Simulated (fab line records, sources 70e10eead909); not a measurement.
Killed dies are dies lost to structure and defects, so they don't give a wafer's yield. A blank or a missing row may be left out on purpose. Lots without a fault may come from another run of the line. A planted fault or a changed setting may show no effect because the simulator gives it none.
fab line records | flow nand_harc
record lots=13 wafers=38 last_day=25
route steps=1159 shown A_SLIT@791 A_WL_FILL@809 END@1159
lots that met no fault: from a run of the same line without faults
start_h: hours from the record's first day to the start of the lot's first wafer shown | wait_h: hours since the lot's step before | " the same as in the row above | L1.1+2: a row that stands for several wafers | - no value, or no start given | * or withheld: withheld | < > ~ a bound
route shown NAME@n: a module of which the file shows steps, and the number in the route of the first | usual: mean/standard deviation of fault-free wafers | same: alike in all rows | chamber/n: place in a boat | sites: the reading at each site | _std_site: their standard deviation | _edge_site: outer sites' mean less inner sites' | radius_mm: how far each site lies from the wafer's centre | mask NAME#n: copy n | behind: the tool/chamber that last shaped the wafer | hold: why the lot was held/for how many hours/how that ended | device: the transistor (n, p or np) that didn't switch | end of line: the same wafers' tests at the end of the route | a step without rows: its recipe alone | killed: dies lost to structure and defects at the first sort, not the wafer's yield | map: a wafer's dies, x killed, . not, _ none there
set.NAME: the setting as run; set.NAME@STEP: as run at that earlier step | model.NAME: the simulator's own value behind a step, which no gauge read
steps of the route over a sample of lots; a table a step, a row a wafer
services: from which hour (start_h, from the record's first day; less than 0 if before it) a tool's chamber was out of use, for how many hours, and why
## steps
# step NHARC_A_SLIT_OVL_MEAS_10
# usual overlay_x_nm=-0.2/0.74 overlay_y_nm=-0.1/0.78
# columns lot.wafer tool chamber start_h wait_h overlay_x_nm overlay_y_nm
L238.2 overlay-02 - 316.80 - -0.3 0.1
L238.4 " - " " -0.6 -0.6
L238.5 " - " " 0.6 -0.1
L242.1 overlay-02 - 344.48 - -0.5 0.6
L242.3 " - " " -0.8 -0.1
L242.5 " - " " -0.9 0.7
L244.3 overlay-01 - 353.52 - 0.4 -1.2
L244.5 " - " " 0.7 -1.2
L252.1 overlay-01 - 394.56 - -0.6 -0.3
L252.2 " - " " 0.4 -0.4
L252.4 " - " " -0.4 0.1
L254.2 overlay-02 - 406.93 - -0.1 -0.6
L254.3 " - " " -0.4 -0.7
L254.4 " - " " 0.0 -0.2
L253.1 overlay-01 - 407.25 - -0.7 0.3
L253.2 " - " " -0.7 1.2
L253.5 " - " " -0.6 0.5
L256.1 overlay-02 - 429.01 - -1.3 -0.7
L256.3 " - " " -1.7 -1.1
L256.5 " - " " -1.8 -0.6
L257.3 overlay-01 - 429.30 - 0.3 -1.2
L257.5 " - " " -0.5 -1.9
L257.6 " - " " -0.3 -1.3
L255.1 overlay-02 - 429.45 - -0.8 0.4
L255.2 " - " " -0.4 -0.3
L255.6 " - " " -0.6 0.3
L258.2 overlay-01 - 454.39 - 0.2 1.5
L258.3 " - " " -0.7 1.4
L258.4 " - " " -0.6 0.4
L260.1 overlay-01 - 454.62 - 1.1 -1.3
L260.3 " - " " 0.7 -0.7
L260.4 " - " " 0.2 -1.1
L259.2 overlay-02 - 455.04 - 0.2 2.2
L259.4 " - " " -0.4 2.0
L259.5 " - " " 0.4 1.6
L261.3 overlay-02 - 472.37 - -0.1 1.3
L261.4 " - " " 0.3 0.8
L261.6 " - " " 0.3 0.7
# step NHARC_A_WL_FILL_ALD_00
# recipe target_thk_a=30 pulse_time_s=3 ald_cycles=30 temp_c=300 material=Al2O3
# usual ald_cycles=30/0 heater_power_w=474/38 precursor_pulse_height_rel=1.002/0.023
# columns lot.wafer tool chamber start_h wait_h ald_cycles heater_power_w precursor_pulse_height_rel
L238.2 ald_hk-03 0 332.85 0.5 30 494 0.959
L238.4 " 2 " " 30 472 0.980
L238.5 " 0 " " 30 489 1.009
L242.1 ald_hk-03 0 357.16 0.1 30 489 1.028
L242.3 " 2 " " 41 481 0.999
L242.5 " 1 " " 41 444 1.020
L244.3 ald_hk-03 1 364.78 0.1 41 428 1.018
L244.5 " 0 " " 41 489 0.992
L252.2 ald_hk-02 2 405.66 0.1 30 505 1.003
L252.1 " 3 " " 30 495 1.030
L252.4 " 1 " " 30 447 1.015
L254.3 ald_hk-02 2 418.68 0.1 30 501 1.021
L254.2 " 0 " " 30 404 0.998
L254.4 " 1 " " 30 455 1.031
L253.2 ald_hk-02 0 418.87 0.2 30 419 1.029
L253.1 " 2 " " 30 506 0.989
L253.5 " 0 " " 30 431 1.052
L256.1 ald_hk-02 0 440.34 0.1 30 421 1.003
L256.3 " 1 " " 30 456 1.011
L256.5 " 1 " " 30 449 0.999
L257.3 ald_hk-03 1 440.43 0.1 30 435 0.982
L257.5 " 2 " " 30 475 1.030
L257.6 " 3 " " 30 519 0.974
L255.1 ald_hk-03 2 440.51 0.2 30 476 1.002
L255.2 " 1 " " 30 437 0.953
L255.6 " 2 " " 30 482 0.985
L260.3 ald_hk-03 1 465.76 0.1 30 426 1.015
L260.4 " 2 " " 30 456 0.982
L260.1 " 3 " " 30 521 1.023
L258.2 ald_hk-03 0 465.90 0.2 30 493 1.020
L258.4 " 1 " " 30 433 1.012
L258.3 " 3 " " 30 520 0.981
L259.4 ald_hk-03 2 466.06 0.4 30 464 0.954
L259.2 " 0 " " 30 503 1.029
L259.5 " 2 " " 30 468 0.975
L261.3 ald_hk-04 2 483.68 0.1 30 559 1.019
L261.4 " 1 " " 30 409 0.977
L261.6 " 3 " " 30 438 1.020
# step NHARC_A_WL_FILL_ETCHBACK_05
# recipe target_depth_a=220 time_s=60 temp_c=40 chemistry=Cl2/BCl3
# usual chamber_pressure_mTorr=10.000/0.012 drypump_motor_current_A=5.68/0.29 oes_product_au=0.999/0.014
# columns lot.wafer tool chamber start_h wait_h chamber_pressure_mTorr drypump_motor_current_A oes_product_au rf_hours_counter_h
L238.2 rie_metal-03 0 337.60 0.2 10.002 6.05 0.997 1.5
L238.4 " 1 " " 9.994 5.38 1.017 -
L238.5 " 0 " " 10.000 6.03 0.988 -
L242.1 rie_metal-03 0 362.09 0.2 10.006 6.05 0.989 2.3
L242.3 " 0 " " 9.996 6.08 0.999 -
L242.5 " 0 " " 10.006 6.03 0.990 -
L244.3 rie_metal-03 1 369.36 0.2 9.995 5.38 1.014 -
L244.5 " 1 " " 9.994 5.38 1.019 -
L252.1 rie_metal-01 0 412.97 0.2 9.986 5.43 1.003 1.5
L252.2 " 1 " " 9.994 5.55 1.000 1.7
L252.4 " 0 " " 9.991 5.43 0.997 -
L254.2 rie_metal-03 1 424.78 0.2 9.994 5.36 1.000 4.8
L254.4 " 0 " " 9.992 6.09 0.988 -
L254.3 " 1 " " 10.002 5.40 1.008 -
L253.1 rie_metal-01 0 424.96 0.2 9.989 5.43 1.000 2.0
L253.2 " 1 " " 9.995 5.56 0.989 2.2
L253.5 " 0 " " 10.007 5.43 1.001 -
L257.3 rie_metal-02 1 445.76 0.1 9.987 6.12 0.983 -
L257.5 " 1 " " 9.999 6.14 0.981 -
L257.6 " 0 " " 9.992 5.56 0.999 -
L255.2 rie_metal-03 1 446.86 0.2 9.988 5.38 1.017 5.4
L255.1 " 0 " " 9.991 6.07 0.994 5.4
L255.6 " 1 " " 10.002 5.38 0.996 -
L256.1 rie_metal-01 1 448.47 0.2 10.001 5.56 0.989 2.5
L256.3 " 0 " " 9.996 5.41 1.014 -
L256.5 " 0 " " 10.001 5.40 1.017 -
L260.1 rie_metal-02 1 472.38 0.2 10.007 6.10 0.972 2.3
L260.3 " 0 " " 10.000 5.59 1.001 -
L260.4 " 1 " " 10.014 6.10 0.980 -
L258.2 rie_metal-01 1 473.56 0.2 10.008 5.57 0.995 3.2
L258.3 " 0 " " 10.000 5.45 1.018 -
L258.4 " 1 " " 9.993 5.57 1.000 -
L259.2 rie_metal-02 0 475.15 0.2 9.989 5.58 1.019 2.6
L259.4 " 0 " " 10.011 5.59 1.022 -
L259.5 " 0 " " 9.985 5.58 1.019 -
L261.3 rie_metal-01 0 491.02 0.1 10.009 5.44 1.024 -
L261.4 " 1 " " 9.992 5.57 1.004 -
L261.6 " 1 " " 9.982 5.58 1.004 -
# step NHARC_A_WL_FILL_STRIP_27
# recipe power_w=1500 temp_c=250 time_s=20 chemistry=N2/H2
# usual drypump_motor_current_A=5.7/0.31 heater_power_w=322/27
# columns lot.wafer tool chamber start_h wait_h drypump_motor_current_A heater_power_w rf_hours_counter_h
L238.2 plasma_asher-01 1 337.76 0.2 5.7 350 16
L238.4 " 1 " " 5.7 352 -
L238.5 " 0 " " 5.5 280 -
L242.1 plasma_asher-01 1 362.43 0.3 5.7 354 23
L242.3 " 0 " " 5.5 288 -
L242.5 " 0 " " 5.5 279 -
L244.3 plasma_asher-02 0 369.51 0.1 5.3 333 -
L244.5 " 0 " " 5.3 336 -
L252.1 plasma_asher-01 0 413.11 0.1 5.5 283 43
L252.2 " 1 " " 5.7 354 43
L252.4 " 1 " " 5.7 356 -
L254.2 plasma_asher-01 1 424.93 0.1 5.7 355 47
L254.4 " 0 " " 5.5 282 -
L254.3 " 1 " " 5.7 354 -
L253.1 plasma_asher-02 0 425.12 0.1 5.3 333 18
L253.2 " 1 " " 6.1 318 18
L253.5 " 0 " " 5.3 340 -
L257.3 plasma_asher-01 0 445.92 0.1 5.5 283 -
L257.6 " 0 " " 5.5 276 -
L257.5 " 1 " " 5.7 355 -
L255.2 plasma_asher-02 0 447.00 0.1 5.3 341 26
L255.1 " 1 " " 6.1 313 26
L255.6 " 1 " " 6.1 308 -
L256.1 plasma_asher-02 1 448.61 0.1 6.1 320 26
L256.3 " 1 " " 6.1 315 -
L256.5 " 0 " " 5.3 341 -
L260.1 plasma_asher-02 0 472.51 0.1 5.3 350 40
L260.3 " 0 " " 5.3 330 -
L260.4 " 1 " " 6.1 306 -
L258.2 plasma_asher-02 1 473.71 0.1 6.1 320 40
L258.3 " 0 " " 5.3 330 -
L258.4 " 1 " " 6.1 314 -
L259.2 plasma_asher-01 1 475.30 0.1 5.7 330 4
L259.4 " 0 " " 5.5 282 -
L259.5 " 1 " " 5.7 326 -
L261.3 plasma_asher-02 0 491.18 0.1 5.3 346 -
L261.4 " 1 " " 6.1 311 -
L261.6 " 0 " " 5.3 337 -
# step NHARC_END_SORT_01
# recipe temp_c=25
# usual killed_at_array=27/10 killed_at_other=0.6/0.83 killed_at_periphery=2.4/1.8 killed_dies=30/10 killed_open=3.3/1.7 killed_short=1.8/1.4
# same gross_dies=677
# columns lot.wafer tool chamber start_h wait_h killed_at_array killed_at_other killed_at_periphery killed_dies killed_open killed_short
L252.1 prober-01 0 501.91 6.5 18 2 1 21 5 3
L252.2 prober-01 0 502.70 6.8 13 1 3 17 5 1
L252.4 prober-01 0 504.29 7.3 29 0 1 30 9 0
# killed by level:class
L252.1 A_CONTACT:chamber_film_flake=7 A_CHANNEL_HOLE_D1:chamber_film_flake=3 A_CONTACT:geometric_particle:short=2 THIN_TSV:chamber_film_flake=2 P_M1:geometric_particle:open=1 A_ONON_D1:geometric_particle:short=1 A_ONON_D1:geometric_particle:open=1 A_CHANNEL_FILL_D1:geometric_particle:open=1
L252.2 A_CHANNEL_HOLE_D1:chamber_film_flake=4 A_CONTACT:chamber_film_flake=3 P_M0:geometric_particle:open=1 A_CHANNEL_HOLE_D1:geometric_particle:open=1 A_SGD_CUT:geometric_particle:open=1 A_WL_FILL:geometric_particle:short=1 A_WL_FILL:geometric_particle:open=1 A_M0:geometric_particle:open=1
L252.4 A_CHANNEL_HOLE_D1:chamber_film_flake=10 A_STAIRCASE:chamber_film_flake=6 A_CONTACT:chamber_film_flake=5 A_CONTACT:geometric_particle:open=2 P_M0:geometric_particle:open=1 A_ONON_D1:geometric_particle:open=1 A_CHANNEL_FILL_D1:geometric_particle:open=1 A_SGD_CUT:geometric_particle:open=1
## services
# columns tool chamber start_h hours kind
ald_hk-03 - 322.66 10.0 pm
ald_hk-03 0 322.66 10.0 vent_cycle
ald_hk-03 1 322.66 10.0 vent_cycle
ald_hk-03 2 322.66 10.0 vent_cycle
ald_hk-03 3 322.66 10.0 vent_cycle
rie_metal-03 0 327.69 3.8 repair
rie_metal-01 - 332.00 9.0 pm
ald_hk-03 0 332.66 - clean
ald_hk-03 1 332.66 - clean
ald_hk-03 2 332.66 - clean
ald_hk-03 3 332.66 - clean
plasma_asher-02 - 342.55 0.5 repair
plasma_asher-02 - 360.00 9.0 pm
plasma_asher-02 0 360.00 9.0 vent_cycle
plasma_asher-02 1 360.00 9.0 vent_cycle
plasma_asher-02 0 369.00 - clean
plasma_asher-02 1 369.00 - clean
ald_hk-04 - 372.47 2.4 repair
rie_metal-01 - 386.42 15.5 repair
rie_metal-02 - 388.00 9.0 pm
plasma_asher-01 - 431.91 2.3 repair
rie_metal-03 - 453.08 9.0 pm
plasma_asher-01 - 453.54 9.0 pm
ald_hk-02 - 458.14 10.0 pm
## key
first_sign step=NHARC_A_WL_FILL_ALD_00 reading=ald_cycles direction=up sigmas=99+ usual=30 struck=41
effect none on later readings
met_at NHARC_A_WL_FILL_ALD_00
struck_lots L242,L244
struck_wafers L242.3,L242.5,L244.3,L244.5
tester_left_out L242,L244
not_acting_at NHARC_A_SLIT_OVL_MEAS_10,NHARC_A_WL_FILL_ETCHBACK_05,NHARC_A_WL_FILL_STRIP_27
onset_between 332.85 357.16
fault kind=process_parameter_drift tool=ald_hk-03 chamber=- onset_h=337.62 steps=NHARC_A_WL_FILL_ALD_00 channel=ald_cycles offset=11 shape=step end_h=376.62 scope=struck_wafers_only acts_in=these_recipes_only stated=30
# tester_left_out: of these lots the tester's yield and bins aren't shown, on N5 and GAA mostly nor the transistor test; their killed dies are dies lost to structure and defects alone, not to doping, threshold or leakage, so they don't give the yield
